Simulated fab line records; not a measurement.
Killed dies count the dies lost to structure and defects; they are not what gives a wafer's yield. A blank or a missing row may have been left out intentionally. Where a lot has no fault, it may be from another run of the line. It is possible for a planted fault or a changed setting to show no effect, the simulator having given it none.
One fault through the eyes of 2 desks / flow nandHarc / what lay behind the numbers comes last; until then each desk has only its own

THE TOOL OWNER'S DESK: pecvd-03
The tool's own readings at NHARC_A_SGD_CUT_DEP_00 (deposits SiNx, target thk 50 nm): means of the sampled wafers that have a number, for each lot that ran on this tool. If a lot's mean is further than 4 standard deviations from the usual mean, the lot is out of limits and carries the mark OUT (the distance appears in the brackets).
Columns: A = heaterPowerOuterW at NHARC_A_SGD_CUT_DEP_00, usual 429 W; B = heaterPowerW at NHARC_A_SGD_CUT_DEP_00, usual 714 W
lot=L837; first seen here=day 19 20:16; A=442; B=732
lot=L839; first seen here=day 20 09:37; A=488; B=763
lot=L841; first seen here=day 21 03:36; A=414; B=690
lot=L850; first seen here=day 24 22:17; A=466; B=730
lot=L852; first seen here=day 25 23:24; A=452; B=728
lot=L853; first seen here=day 26 10:03; A=455; B=727
lot=L855; first seen here=day 27 02:41; A=430; B=679
This desk's finding: nothing out of limits on any of the 7 lots.

THE DEFECT DESK
Per lot, the means of the sampled wafers with a number show what the inspections along the route counted. If a lot's mean is further than 4 standard deviations from the usual mean, the lot is out of limits and carries the mark OUT (the distance appears in the brackets).
Columns: A = rawDefectCount at NHARC_A_SGD_CUT_INSPECT_11, usual 48
lot=L837; first seen here=day 19 21:05; A=57
lot=L839; first seen here=day 20 10:28; A=599 (+23) OUT
lot=L841; first seen here=day 21 04:18; A=587 (+22) OUT
lot=L849; first seen here=day 24 02:50; A=44
lot=L850; first seen here=day 24 23:00; A=87
lot=L852; first seen here=day 26 00:04; A=57
lot=L853; first seen here=day 26 10:54; A=54
lot=L855; first seen here=day 27 03:32; A=26
lot=L858; first seen here=day 27 23:00; A=35
lot=L859; first seen here=day 29 16:41; A=11
This desk finds L839, L841 out of limits, L839 being first, at day 20 10:28 (rawDefectCount at NHARC_A_SGD_CUT_INSPECT_11). Within limits: L837, L849, L850, L852, L853, L855, L858, L859.

PUT TOGETHER
The defect desk could have raised an alarm at day 20 10:28, on L839, L841.
The tool owner's desk saw nothing out of limits.
On record at the tool owner's desk: L839, L841, within its limits.
All the named lots went through NHARC_A_SGD_CUT_DEP_00 on pecvd-03.

WHAT THE SIMULATOR HAD PUT IN
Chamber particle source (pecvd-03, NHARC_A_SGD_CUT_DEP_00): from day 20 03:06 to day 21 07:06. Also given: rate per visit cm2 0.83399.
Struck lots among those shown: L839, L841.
Hours from the fault's start to each desk's first reading out of limits: the defect desk, 7.
